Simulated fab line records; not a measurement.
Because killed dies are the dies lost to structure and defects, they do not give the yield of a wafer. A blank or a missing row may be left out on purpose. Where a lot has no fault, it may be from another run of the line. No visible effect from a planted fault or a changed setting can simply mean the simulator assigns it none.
fab line records :: flow nandHarc
record:
  lots: 5
  wafers: 15
  lastDay: 34
route steps=1302 shown P_ZERO_WELL@44
lots untouched by any fault: they come from a run of this same line in which no faults occurred
startH: hours from the record's first day to the start of the lot's first wafer shown :: waitH: hours elapsed since this lot's preceding step :: " unchanged from the row above :: L1.1+2: a row that stands for several wafers :: - no value, or no start given :: * or withheld: withheld :: < > ~ a bound
route shown NAME@n: a module of which the file shows steps, and the number in the route of the first :: usual: average and standard deviation across the fault-free wafers :: same: alike in all rows :: chamber/n: place in a boat :: sites: per-site readings :: _std_site: the standard deviation of these :: _edge_site: mean of outer sites minus mean of inner sites :: radiusMm: how far each site lies from the wafer's centre :: mask NAME#n: copy n :: behind: the most recent tool/chamber to have shaped the wafer :: hold: cause of the lot's hold/its duration in hours/its outcome :: device: names the non-switching transistor (n, p or np) :: end of line: at the end of the route, the tests of the same wafers :: step lacking rows: just its recipe :: killed: dies that structure and defects cost at the first sort, which is not the same as the wafer's yield :: map: per-die view of a wafer (x killed, . not killed, _ where there is no die)
set.NAME: setting as actually run; set.NAME@STEP: the setting as run at that earlier step :: model.NAME: the simulator's own value behind a step, which no gauge read
certain route steps with their lots: each step a table, each wafer a row
services: a tool's chamber out of use, with start hour (startH, from the record's first day; less than 0 if before it), hours out, and reason
== steps ==
step: NHARC_P_ZERO_WELL_CD_MEAS_37
recipe:
  targetCdNm: 720
  landingEnergyEv: 500
usual:
  cdNm: 719.7/1.2
lot.wafer: L818.1
tool: cdSem-03
chamber: 0
startH: 44.20
waitH: -
cdNm: 718.8

lot.wafer: L818.3
tool: cdSem-03
chamber: 0
startH: 44.20
waitH: -
cdNm: 719.1

lot.wafer: L818.6
tool: cdSem-03
chamber: 0
startH: 44.20
waitH: -
cdNm: 719.8

lot.wafer: L828.1
tool: cdSem-03
chamber: 0
startH: 143.99
waitH: -
cdNm: 719.9

lot.wafer: L828.2
tool: cdSem-03
chamber: 0
startH: 143.99
waitH: -
cdNm: 720.3

lot.wafer: L828.5
tool: cdSem-03
chamber: 0
startH: 143.99
waitH: -
cdNm: 719.4

lot.wafer: L829.1
tool: cdSem-02
chamber: 0
startH: 154.05
waitH: -
cdNm: 720.5

lot.wafer: L829.3
tool: cdSem-02
chamber: 0
startH: 154.05
waitH: -
cdNm: 719.4

lot.wafer: L829.4
tool: cdSem-02
chamber: 0
startH: 154.05
waitH: -
cdNm: 720.0

lot.wafer: L837.1
tool: cdSem-02
chamber: 0
startH: 234.12
waitH: -
cdNm: 719.4

lot.wafer: L837.3
tool: cdSem-02
chamber: 0
startH: 234.12
waitH: -
cdNm: 718.8

lot.wafer: L837.5
tool: cdSem-02
chamber: 0
startH: 234.12
waitH: -
cdNm: 719.4

lot.wafer: L839.1
tool: cdSem-03
chamber: 0
startH: 253.98
waitH: -
cdNm: 720.6

lot.wafer: L839.3
tool: cdSem-03
chamber: 0
startH: 253.98
waitH: -
cdNm: 720.5

lot.wafer: L839.5
tool: cdSem-03
chamber: 0
startH: 253.98
waitH: -
cdNm: 720.5
step: NHARC_P_ZERO_WELL_HARDBAKE_38
recipe:
  tempC: 125
  timeS: 80
step: NHARC_P_ZERO_WELL_DESCUM_39
recipe:
  timeS: 3
  o2FlowSccm: 200
  arFlowSccm: 0
  biasPowerW: 0
  chemistry: O2
usual:
  drypumpMotorCurrentA: 5.7/0.47
  oesProductAu: 1.003/0.0069
  rfVppV: 57.7/0.94
  showerheadPlenumPTorr: 1.89/0.087
  throttleValvePct: 11.311/0.0083
lot.wafer: L818.1
tool: rieDiel-01
chamber: 3
startH: 44.36
waitH: -
drypumpMotorCurrentA: 5.8
oesProductAu: 1.005
rfHoursCounterH: 1
rfVppV: 57.8
showerheadPlenumPTorr: 1.85
throttleValvePct: 11.322

lot.wafer: L818.3
tool: rieDiel-01
chamber: 1
startH: 44.36
waitH: -
drypumpMotorCurrentA: 5.4
oesProductAu: 1.003
rfHoursCounterH: 1
rfVppV: 57.9
showerheadPlenumPTorr: 1.95
throttleValvePct: 11.312

lot.wafer: L818.6
tool: rieDiel-01
chamber: 0
startH: 44.36
waitH: -
drypumpMotorCurrentA: 5.4
oesProductAu: 1.006
rfHoursCounterH: -
rfVppV: 58.6
showerheadPlenumPTorr: 1.92
throttleValvePct: 11.310

lot.wafer: L828.1
tool: rieDiel-01
chamber: 0
startH: 144.15
waitH: -
drypumpMotorCurrentA: 5.4
oesProductAu: 1.019
rfHoursCounterH: 35
rfVppV: 59.2
showerheadPlenumPTorr: 1.91
throttleValvePct: 11.295

lot.wafer: L828.2
tool: rieDiel-01
chamber: 1
startH: 144.15
waitH: -
drypumpMotorCurrentA: 5.4
oesProductAu: 0.997
rfHoursCounterH: 35
rfVppV: 58.4
showerheadPlenumPTorr: 1.94
throttleValvePct: 11.313

lot.wafer: L828.5
tool: rieDiel-01
chamber: 0
startH: 144.15
waitH: -
drypumpMotorCurrentA: 5.4
oesProductAu: 1.009
rfHoursCounterH: -
rfVppV: 57.7
showerheadPlenumPTorr: 1.91
throttleValvePct: 11.316

lot.wafer: L829.3
tool: rieDiel-06
chamber: 3
startH: 154.29
waitH: -
drypumpMotorCurrentA: 5.7
oesProductAu: 1.000
rfHoursCounterH: 4
rfVppV: 56.2
showerheadPlenumPTorr: 1.83
throttleValvePct: 11.313

lot.wafer: L829.4
tool: rieDiel-06
chamber: 1
startH: 154.29
waitH: -
drypumpMotorCurrentA: 6.3
oesProductAu: 1.018
rfHoursCounterH: 5
rfVppV: 57.9
showerheadPlenumPTorr: 1.85
throttleValvePct: 11.302

lot.wafer: L829.1
tool: rieDiel-06
chamber: 2
startH: 154.29
waitH: -
drypumpMotorCurrentA: 6.2
oesProductAu: 1.004
rfHoursCounterH: 4
rfVppV: 58.8
showerheadPlenumPTorr: 2.05
throttleValvePct: 11.318

lot.wafer: L837.1
tool: rieDiel-01
chamber: 1
startH: 234.30
waitH: -
drypumpMotorCurrentA: 5.4
oesProductAu: 0.999
rfHoursCounterH: 6
rfVppV: 57.8
showerheadPlenumPTorr: 1.93
throttleValvePct: 11.303

lot.wafer: L837.3
tool: rieDiel-01
chamber: 2
startH: 234.30
waitH: -
drypumpMotorCurrentA: 5.7
oesProductAu: 0.997
rfHoursCounterH: 6
rfVppV: 58.1
showerheadPlenumPTorr: 2.07
throttleValvePct: 11.315

lot.wafer: L837.5
tool: rieDiel-01
chamber: 0
startH: 234.30
waitH: -
drypumpMotorCurrentA: 5.4
oesProductAu: 0.994
rfHoursCounterH: -
rfVppV: 59.3
showerheadPlenumPTorr: 1.89
throttleValvePct: 11.309

lot.wafer: L839.3
tool: rieDiel-09
chamber: 0
startH: 254.14
waitH: -
drypumpMotorCurrentA: 6.0
oesProductAu: 1.012
rfHoursCounterH: 26
rfVppV: 58.0
showerheadPlenumPTorr: 1.81
throttleValvePct: 11.310

lot.wafer: L839.1
tool: rieDiel-09
chamber: 3
startH: 254.14
waitH: -
drypumpMotorCurrentA: 6.4
oesProductAu: 1.008
rfHoursCounterH: 36
rfVppV: 56.6
showerheadPlenumPTorr: 1.94
throttleValvePct: 11.303

lot.wafer: L839.5
tool: rieDiel-09
chamber: 0
startH: 254.14
waitH: -
drypumpMotorCurrentA: 6.0
oesProductAu: 1.005
rfHoursCounterH: -
rfVppV: 56.4
showerheadPlenumPTorr: 1.81
throttleValvePct: 11.320
step: NHARC_P_ZERO_WELL_IMPLANT_40
recipe:
  energyKev: 300
  doseCm2: 1e+13
  tiltDeg: 7
step: NHARC_P_ZERO_WELL_IMPLANT_59
recipe:
  energyKev: 120
  doseCm2: 5e+12
  tiltDeg: 7
step: NHARC_P_ZERO_WELL_IMPLANT_60
recipe:
  energyKev: 30
  doseCm2: 2e+12
  tiltDeg: 7
step: NHARC_P_ZERO_WELL_STRIP_41
recipe:
  timeS: 840
  tempC: 130
  chemistry: SPM
step: NHARC_P_ZERO_WELL_DEHYDRATE_44
recipe:
  tempC: 150
  timeS: 120
step: NHARC_P_ZERO_WELL_HMDS_45
recipe:
  timeS: 30
step: NHARC_P_ZERO_WELL_COAT_46
recipe:
  spinRpm: withheld
step: NHARC_P_ZERO_WELL_SOFTBAKE_47
recipe:
  tempC: 122
  timeS: 95
step: NHARC_P_ZERO_WELL_EBR_48
step: NHARC_P_ZERO_WELL_EXPOSE_49
recipe:
  na: 0.6
  targetCdNm: 2000
  doseMj: 22.64
  maskId: P_HVPW
lot.wafer: L818.1+3+6
tool: krfScanner-03
chamber: 0
startH: 45.68
waitH: -
mask: P_HVPW#0

lot.wafer: L828.1+2+5
tool: krfScanner-04
chamber: 0
startH: 145.47
waitH: -
mask: P_HVPW#0

lot.wafer: L829.1+3+4
tool: krfScanner-03
chamber: 0
startH: 155.61
waitH: -
mask: P_HVPW_R1#0

lot.wafer: L837.1+3+5
tool: krfScanner-04
chamber: 0
startH: 235.48
waitH: -
mask: P_HVPW#0

lot.wafer: L839.1+3+5
tool: krfScanner-02
chamber: 0
startH: 255.41
waitH: -
mask: P_HVPW#0
step: NHARC_P_ZERO_WELL_PEB_50
recipe:
  pebTempC: 118
  pebTimeS: 85
step: NHARC_P_ZERO_WELL_DEVELOP_51
recipe:
  timeS: 70
step: NHARC_P_ZERO_WELL_CD_MEAS_52
recipe:
  targetCdNm: 2000
  landingEnergyEv: 500
usual:
  cdNm: 2000.1/1.2
lot.wafer: L818.1
tool: cdSem-02
chamber: 0
startH: 45.83
waitH: -
cdNm: 1999.1

lot.wafer: L818.3
tool: cdSem-02
chamber: 0
startH: 45.83
waitH: -
cdNm: 2000.3

lot.wafer: L818.6
tool: cdSem-02
chamber: 0
startH: 45.83
waitH: -
cdNm: 1999.9

lot.wafer: L828.1
tool: cdSem-02
chamber: 0
startH: 145.63
waitH: -
cdNm: 2001.8

lot.wafer: L828.2
tool: cdSem-02
chamber: 0
startH: 145.63
waitH: -
cdNm: 1998.4

lot.wafer: L828.5
tool: cdSem-02
chamber: 0
startH: 145.63
waitH: -
cdNm: 2000.5

lot.wafer: L829.1
tool: cdSem-02
chamber: 0
startH: 155.77
waitH: -
cdNm: 1688.7

lot.wafer: L829.3
tool: cdSem-02
chamber: 0
startH: 155.77
waitH: -
cdNm: 1689.4

lot.wafer: L829.4
tool: cdSem-02
chamber: 0
startH: 155.77
waitH: -
cdNm: 1688.1

lot.wafer: L837.1
tool: cdSem-02
chamber: 0
startH: 235.64
waitH: -
cdNm: 1999.5

lot.wafer: L837.3
tool: cdSem-02
chamber: 0
startH: 235.64
waitH: -
cdNm: 1999.4

lot.wafer: L837.5
tool: cdSem-02
chamber: 0
startH: 235.64
waitH: -
cdNm: 1999.5

lot.wafer: L839.1
tool: cdSem-03
chamber: 0
startH: 255.56
waitH: -
cdNm: 2001.1

lot.wafer: L839.3
tool: cdSem-03
chamber: 0
startH: 255.56
waitH: -
cdNm: 1999.8

lot.wafer: L839.5
tool: cdSem-03
chamber: 0
startH: 255.56
waitH: -
cdNm: 2001.7
step: NHARC_P_ZERO_WELL_HARDBAKE_53
recipe:
  tempC: 125
  timeS: 80
step: NHARC_P_ZERO_WELL_DESCUM_54
recipe:
  timeS: 3
  o2FlowSccm: 200
  arFlowSccm: 0
  biasPowerW: 0
  chemistry: O2
usual:
  drypumpMotorCurrentA: 5.8/0.57
  oesProductAu: 0.999/0.0075
  rfVppV: 57.8/0.84
  showerheadPlenumPTorr: 1.89/0.084
  throttleValvePct: 11.311/0.009
lot.wafer: L818.3
tool: rieDiel-09
chamber: 2
startH: 45.99
waitH: -
drypumpMotorCurrentA: 6.2
oesProductAu: 1.003
rfHoursCounterH: 16
rfVppV: 58.5
showerheadPlenumPTorr: 1.79
throttleValvePct: 11.319
model.P_ZERO_WELL.cdNm: 2000

lot.wafer: L818.1
tool: rieDiel-09
chamber: 1
startH: 45.99
waitH: -
drypumpMotorCurrentA: 4.7
oesProductAu: 1.001
rfHoursCounterH: 22
rfVppV: 58.4
showerheadPlenumPTorr: 1.97
throttleValvePct: 11.319
model.P_ZERO_WELL.cdNm: 1999

lot.wafer: L818.6
tool: rieDiel-09
chamber: 3
startH: 45.99
waitH: -
drypumpMotorCurrentA: 6.5
oesProductAu: 0.981
rfHoursCounterH: -
rfVppV: 57.6
showerheadPlenumPTorr: 1.96
throttleValvePct: 11.318
model.P_ZERO_WELL.cdNm: 1999

lot.wafer: L828.2
tool: rieDiel-06
chamber: 3
startH: 145.79
waitH: -
drypumpMotorCurrentA: 5.7
oesProductAu: 1.004
rfHoursCounterH: 2
rfVppV: 57.4
showerheadPlenumPTorr: 1.83
throttleValvePct: 11.295
model.P_ZERO_WELL.cdNm: 1999

lot.wafer: L828.1
tool: rieDiel-06
chamber: 2
startH: 145.79
waitH: -
drypumpMotorCurrentA: 6.1
oesProductAu: 1.017
rfHoursCounterH: 1
rfVppV: 58.0
showerheadPlenumPTorr: 2.05
throttleValvePct: 11.310
model.P_ZERO_WELL.cdNm: 2002

lot.wafer: L828.5
tool: rieDiel-06
chamber: 3
startH: 145.79
waitH: -
drypumpMotorCurrentA: 5.6
oesProductAu: 0.998
rfHoursCounterH: -
rfVppV: 58.2
showerheadPlenumPTorr: 1.83
throttleValvePct: 11.301
model.P_ZERO_WELL.cdNm: 2000

lot.wafer: L829.3
tool: rieDiel-09
chamber: 3
startH: 155.94
waitH: -
drypumpMotorCurrentA: 6.4
oesProductAu: 1.001
rfHoursCounterH: 1
rfVppV: 59.0
showerheadPlenumPTorr: 1.95
throttleValvePct: 11.299
model.P_ZERO_WELL.cdNm: 1689

lot.wafer: L829.1
tool: rieDiel-09
chamber: 0
startH: 155.94
waitH: -
drypumpMotorCurrentA: 6.0
oesProductAu: 1.007
rfHoursCounterH: 1
rfVppV: 58.3
showerheadPlenumPTorr: 1.82
throttleValvePct: 11.304
model.P_ZERO_WELL.cdNm: 1688

lot.wafer: L829.4
tool: rieDiel-09
chamber: 1
startH: 155.94
waitH: -
drypumpMotorCurrentA: 4.7
oesProductAu: 0.990
rfHoursCounterH: 1
rfVppV: 57.6
showerheadPlenumPTorr: 1.96
throttleValvePct: 11.311
model.P_ZERO_WELL.cdNm: 1688

lot.wafer: L837.1
tool: rieDiel-09
chamber: 2
startH: 235.80
waitH: -
drypumpMotorCurrentA: 6.2
oesProductAu: 1.000
rfHoursCounterH: 21
rfVppV: 57.2
showerheadPlenumPTorr: 1.77
throttleValvePct: 11.303
model.P_ZERO_WELL.cdNm: 1999

lot.wafer: L837.3
tool: rieDiel-09
chamber: 1
startH: 235.80
waitH: -
drypumpMotorCurrentA: 4.7
oesProductAu: 0.993
rfHoursCounterH: 27
rfVppV: 57.2
showerheadPlenumPTorr: 1.95
throttleValvePct: 11.321
model.P_ZERO_WELL.cdNm: 1999

lot.wafer: L837.5
tool: rieDiel-09
chamber: 3
startH: 235.80
waitH: -
drypumpMotorCurrentA: 6.4
oesProductAu: 0.997
rfHoursCounterH: -
rfVppV: 56.8
showerheadPlenumPTorr: 1.94
throttleValvePct: 11.313
model.P_ZERO_WELL.cdNm: 1999

lot.wafer: L839.1
tool: rieDiel-09
chamber: 1
startH: 255.74
waitH: -
drypumpMotorCurrentA: 4.7
oesProductAu: 0.988
rfHoursCounterH: 33
rfVppV: 56.4
showerheadPlenumPTorr: 1.95
throttleValvePct: 11.311
model.P_ZERO_WELL.cdNm: 2001

lot.wafer: L839.3
tool: rieDiel-09
chamber: 3
startH: 255.74
waitH: -
drypumpMotorCurrentA: 6.5
oesProductAu: 0.998
rfHoursCounterH: 36
rfVppV: 58.5
showerheadPlenumPTorr: 1.94
throttleValvePct: 11.319
model.P_ZERO_WELL.cdNm: 2000

lot.wafer: L839.5
tool: rieDiel-09
chamber: 1
startH: 255.74
waitH: -
drypumpMotorCurrentA: 4.7
oesProductAu: 0.995
rfHoursCounterH: -
rfVppV: 55.9
showerheadPlenumPTorr: 1.95
throttleValvePct: 11.302
model.P_ZERO_WELL.cdNm: 2002
step: NHARC_P_ZERO_WELL_IMPLANT_55
recipe:
  energyKev: 180
  doseCm2: 8e+11
  tiltDeg: 7
== services ==
tool: rieDiel-01
chamber: -
startH: 28.87
hours: 9.0
kind: pm

tool: krfScanner-03
chamber: -
startH: 29.61
hours: 0.6
kind: repair

tool: rieDiel-09
chamber: 2
startH: 40.36
hours: 2.9
kind: repair

tool: krfScanner-03
chamber: -
startH: 52.76
hours: 4.0
kind: pm

tool: krfScanner-04
chamber: -
startH: 53.46
hours: 0.9
kind: repair

tool: rieDiel-01
chamber: 0
startH: 56.21
hours: 5.3
kind: repair

tool: krfScanner-04
chamber: -
startH: 69.61
hours: 48.1
kind: repair

tool: rieDiel-09
chamber: 1
startH: 76.69
hours: 10.1
kind: repair

tool: rieDiel-01
chamber: 0
startH: 81.03
hours: 3.0
kind: repair

tool: rieDiel-06
chamber: 3
startH: 102.67
hours: 15.2
kind: repair

tool: krfScanner-03
chamber: -
startH: 103.73
hours: 1.8
kind: repair

tool: rieDiel-06
chamber: -
startH: 130.20
hours: 9.0
kind: pm

tool: krfScanner-03
chamber: -
startH: 136.53
hours: 11.2
kind: repair

tool: krfScanner-04
chamber: -
startH: 137.11
hours: 0.9
kind: repair

tool: rieDiel-09
chamber: -
startH: 144.00
hours: 9.0
kind: pm

tool: rieDiel-09
chamber: 0
startH: 156.89
hours: 33.5
kind: repair

tool: krfScanner-03
chamber: -
startH: 158.95
hours: 0.5
kind: repair

tool: rieDiel-09
chamber: 1
startH: 179.69
hours: 4.2
kind: repair

tool: rieDiel-09
chamber: 2
startH: 182.55
hours: 19.4
kind: repair

tool: rieDiel-01
chamber: 0
startH: 184.62
hours: 5.9
kind: repair

tool: rieDiel-01
chamber: -
startH: 207.04
hours: 9.0
kind: pm

tool: rieDiel-01
chamber: -
startH: 220.11
hours: 1.7
kind: repair

tool: rieDiel-01
chamber: -
startH: 237.82
hours: 0.8
kind: repair

tool: rieDiel-09
chamber: 2
startH: 243.48
hours: 2.9
kind: repair
== key ==
firstSign:
  step: NHARC_P_ZERO_WELL_EXPOSE_49
  reading: mask
  direction: changed
effect:
  step: NHARC_P_ZERO_WELL_CD_MEAS_52
  reading: cdNm
  direction: down
  sigmas: 99+
  usual: 2000.1
  struck: 1688.7
modelEffect:
  step: NHARC_P_ZERO_WELL_DESCUM_54
  value: P_ZERO_WELL.cdNm
  without: 1999
  struck: 1688
metAt NHARC_P_ZERO_WELL_EXPOSE_49
struckWafers L829.1,L829.3,L829.4
sortLeftOut L829.1,L829.3,L829.4
testerLeftOut L829
onsetBetween 45.68 155.61
fault:
  kind: wrongMask
  tool: any
  chamber: -
  onsetH: 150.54
  steps: NHARC_P_ZERO_WELL_EXPOSE_49
  auxCopy: P_HVPW_R1#0
  cdOffsetNm: -310.57
  scope: struckLotsOnly
testerLeftOut: of these lots the tester's yield and bins aren't shown, on N5 and GAA mostly nor the transistor test; their killed dies are dies lost to structure and defects alone, not to doping, threshold or leakage, so they don't give the yield
sortLeftOut: the simulated sort isn't trusted on such a fault, so these wafers' sort isn't shown, and their yield isn't known
